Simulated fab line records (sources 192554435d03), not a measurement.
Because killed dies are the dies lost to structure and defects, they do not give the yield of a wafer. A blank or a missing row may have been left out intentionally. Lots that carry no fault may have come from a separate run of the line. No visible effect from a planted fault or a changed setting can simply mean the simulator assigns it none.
A lot that was struck, set against a sound lot -- flow n5-finfet -- 36 steps out of a route of 1938
Sound: wafers L285.1, L285.2, L285.5. Struck: wafer L270.3; the same lot's L270.4 was not struck, so it is left out; see the end for the cause.
Per side, at each step with rows, come the tool, then ch with its chambers, and then its first start. Under that, the readings that differ: sound wafers -- struck wafers -- difference of the means -- sigmas: that difference in standard deviations of wafers without a fault.
alike: same words and numbers on both sides, and readings whose means sit less than 2 such deviations apart. not compared: any withheld reading, any reading some wafer has no value for, any bound like >300 that may hide the same value, and any number with overlapping values for which the record gives no deviation.
Wherever a step has rows on one side only, a row that says differs or no value, or a row with sigmas, the two part there. Numbers that have no deviation but don't overlap get no sigmas and don't part them. A reading missing from all wafers of one side parts the sides only when that side holds two or more wafers.

first, 8 steps without rows for these wafers: N5_MOL_CONTACT_COAG_PRECLEAN_138 (cleans in alkaline clean, time 60 s); N5_MOL_CONTACT_COAG_SRD_139 (time 30 s); N5_MOL_CONTACT_COAG_PRE_CLEAN_121; N5_MOL_CONTACT_COAG_CVD_140 (deposits W, target thk 66.5 nm, time 215 s); N5_MOL_CONTACT_COAG_PRECLEAN_127 (cleans in DIW, time 57.5 s); N5_MOL_CONTACT_COAG_SRD_128 (dry time 32 s); N5_MOL_CONTACT_COAG_CMP_52 (polishes, stops on SiO2, t overpolish 1.5 s, target thk 66.5 nm); N5_MOL_CONTACT_COAG_ANNEAL_112 (time 1800 s).
N5_BEOL_M0_SAQP_PECVD_00: deposits SiCN from 3MS/NH3, target thk 8 nm, time 14 s.
  sound on pecvd-04 ch 0,1,2, day 10 20:47; struck on pecvd-01 ch 1, day 7 02:15
reading,sound,struck,difference,sigmas
model.SiCN_of_BEOL_M0_SAQP_PECVD_00.thk-nm (nm),8 8 8.2,7.2,-0.9,
  alike: showerhead-plenum-p-Torr, throttle-valve-pct
then, 25 steps without rows for these wafers: N5_BEOL_M0_SAQP_ILD_DEP_01 (deposits SiOC from DEMS/O2, target thk 45.419 nm, time 8.7 s); N5_BEOL_M0_SAQP_HM_DEP_02 (deposits TiN, target thk 12 nm); N5_BEOL_M0_SAQP_PECVD_03 (deposits SiCN from 3MS/NH3, target thk 12 nm, time 21.1 s); N5_BEOL_M0_SAQP_PECVD_96 (deposits a-Si from SiH4/He, target thk 45 nm, time 45.2 s); N5_BEOL_M0_SAQP_PECVD_97 (deposits SiNx from SiH4/NH3/N2, target thk 23 nm, time 19.9 s); N5_BEOL_M0_SAQP_PECVD_04 (deposits a-Si from SiH4/He, target thk 60 nm, time 60.2 s); N5_BEOL_M0_SAQP_HM_DEP_111 (deposits SiO2 from SiH4/N2O, target thk 12 nm, time 7.2 s); N5_BEOL_M0_SAQP_COAT_81 (time 60 s, resist thk 100 nm); N5_BEOL_M0_SAQP_COAT_82 (time 60 s, resist thk 30 nm); N5_BEOL_M0_SAQP_COAT_08 (resist thk 90 nm); N5_BEOL_M0_SAQP_EBR_10; N5_BEOL_M0_SAQP_SOFTBAKE_09 (time 60 s); N5_BEOL_M0_SAQP_EXPOSE_11 (exposes mask M0 CORE, target cd 42 nm); N5_BEOL_M0_SAQP_PEB_12 (peb time 60 s); N5_BEOL_M0_SAQP_DEVELOP_13 (develop time 30 s); N5_BEOL_M0_SAQP_DESCUM_19 (chemistry O2, time 7.9 s); N5_BEOL_M0_SAQP_ETCH_83 (etches SiARC in CF4, target depth 39 nm, time 65 s); N5_BEOL_M0_SAQP_ETCH_84 (etches SOC in N2/H2, target depth 100 nm, overetch 20 nm, time 150 s); N5_BEOL_M0_SAQP_STRIP_80 (strips in N2/H2); N5_BEOL_M0_SAQP_HM_OPEN_112 (chemistry CHF3/O2, target SiO2, stops on a-Si, target depth 12 nm, time 13.5 s); N5_BEOL_M0_SAQP_STRIP_113 (strips in CHF3/O2); N5_BEOL_M0_SAQP_MANDREL_ETCH_20 (etches a-Si in HBr/Cl2, stops on SiNx, target depth 60 nm, bt time 10 s, time 30 s); N5_BEOL_M0_SAQP_STRIP_86 (strips in N2/H2); N5_BEOL_M0_SAQP_STRIP_115 (strips in post etch residue remover, time 60 s); N5_BEOL_M0_SAQP_SRD_93 (time 30 s).
N5_BEOL_M0_ETCH_109: etches SiCN in CH3F/O2, target depth 8 nm, overetch 2.4 nm, time 27.4 s.
  sound on rie-diel-04 ch 0,1,3, day 11 12:15; struck on rie-diel-02 ch 3, day 7 11:41
reading,sound,struck,difference,sigmas
model.etch.depth-nm (nm),8.041 7.969 8.138,7.102,-0.947,
  alike: drypump-motor-current-A, oes-product-au, rf-vpp-V, showerhead-plenum-p-Torr, throttle-valve-pct
  not compared: rf-hours-counter-h
-- here the record skips 6 days between the struck wafers' starts before and after, leaving off in module BEOL_M0 and picking up in module BEOL_M4 (first step shown: number 1111 of the route) --
N5_BEOL_M4_RC_MEAS_101:
  sound on prober-01 ch 0, day 17 16:49; struck on prober-02 ch 0, day 13 01:53
  alike: DIBL_N, DIBL_P, IOFF_N, IOFF_P, ION_N, ION_P, SS_N, SS_P, VT_N, VT_P

== WHERE THEY PART ==
Nowhere in this record.

WHY: whatever the simulator had introduced
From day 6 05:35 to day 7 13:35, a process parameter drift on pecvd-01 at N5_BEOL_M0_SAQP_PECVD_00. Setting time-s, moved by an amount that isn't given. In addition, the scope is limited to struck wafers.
